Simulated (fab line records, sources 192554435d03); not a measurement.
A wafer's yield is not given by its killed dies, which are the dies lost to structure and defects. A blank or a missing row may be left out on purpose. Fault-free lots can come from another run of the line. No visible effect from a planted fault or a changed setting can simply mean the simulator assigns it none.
Code-filled problem report in 8D (eight disciplines) form -- flow n5-finfet -- the parts of the form that need people (team, actions taken, sign-off) are left out

1. THE ISSUE
Wafers free of any fault read 1038 ohm/sq (standard deviation 6.2) for RS_NWELL at N5_BEOL_M4_RC_MEAS_101, against a mean of 1405 ohm/sq on 6 wafers of 2 lots. Measured from the usual mean, that is +59 standard deviations.
The first sign was on wafer L384.3 at day 14 18:17, on prober-01. The record has a number at this step for 30 wafers belonging to 10 lots. By rule, "out" or "out of limits" means more than 4 standard deviations away from the usual mean. The rest of the wafers with a number are treated as sound.

2. WHAT IT IS AND WHAT IT IS NOT
question,is,is not
which readings at this step,RS_NWELL,"DIBL_N, IOFF_N, IOFF_P, ION_N, ION_P, SS_N, SS_P, VT_N, VT_P"
which lots,"L382, L384","L368, L369, L371, L373, L376, L378, L380, L383"
which wafers of those lots,all that have a number,-
read on which gauges,"prober-01, prober-02",-
when,from day 14 18:17,up to then (21 sound wafers); but 3 sound wafers of L383 came after

3. SUSPECTS, AND WHAT RULES EACH OUT
Counting: a tool at a process step up to the reading stays a suspect if it ran every lot that is out and no sound lot after the first of them.
- the gauge at N5_BEOL_M4_RC_MEAS_101: ruled out. Those wafers that are out were read across 2 gauges (prober-01, prober-02).
- rie-si-05 at N5_ZERO_LAYER_ETCH_18 (etches Si in HBr/Cl2, target depth 120 nm, time 40 s): kept. It processed each lot that is out, first L382 at day 5 18:55, and no sound lot thereafter; up to then, the last sound lot it processed was L369 at day 2 12:50.
- implanter-02 at N5_WELL_APT_IMPLANT_14: kept. It processed each lot that is out, first L382 at day 5 19:53, and no sound lot thereafter; up to then, the last sound lot it processed was L380 at day 5 07:46. Its own dose-ions-cm2, faraday-current-uA readings are out on those wafers.
After counting, rie-si-05 at N5_ZERO_LAYER_ETCH_18 and implanter-02 at N5_WELL_APT_IMPLANT_14 remain.

4. THE CAUSE (what the simulator had put in)
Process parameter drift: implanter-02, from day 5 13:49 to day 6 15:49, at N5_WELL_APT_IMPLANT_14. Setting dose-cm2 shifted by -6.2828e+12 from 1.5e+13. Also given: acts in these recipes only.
2 suspects survive the count, and this tool is in that group.

5. THE EFFECT CHAIN, in route order
Each row: a reading whose mean over the struck wafers that have a number lies more than 3 standard deviations from the usual. Scope: only readings with a usual standard deviation given in the record; hours: median across lots of the time from each lot's start at the first step in this table that gives one to its start at this step; sigmas: change in usual standard deviations.
hours,step,reading,usual,on struck wafers,change,sigmas
0,N5_WELL_APT_IMPLANT_14,dose-ions-cm2,1.5001e+13,8.7140e+12,-6.2870e+12,-99 or more
0,N5_WELL_APT_IMPLANT_14,faraday-current-uA,190,110,-80,-24
211,N5_BEOL_M4_RC_MEAS_101,RS_NWELL,1038 ohm/sq,1405,+367,+59
The process steps in it:
- N5_WELL_APT_IMPLANT_14

6. WHAT WOULD HAVE CAUGHT IT SOONER
220 hours passed between the start of the fault at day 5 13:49 and the first reading out of limits at a measuring or inspecting step in this record, taken at day 14 18:17.
The tool's own readings at N5_WELL_APT_IMPLANT_14 were out on every struck wafer that the step has a row for (dose-ions-cm2, faraday-current-uA): an alarm limit on them would have fired on the first of those.
Each of the lots that are out, 2 in all, had begun N5_WELL_APT_IMPLANT_14 on implanter-02 no later than day 14 18:17. Had the tool been put on hold then, not one of them would have been saved.
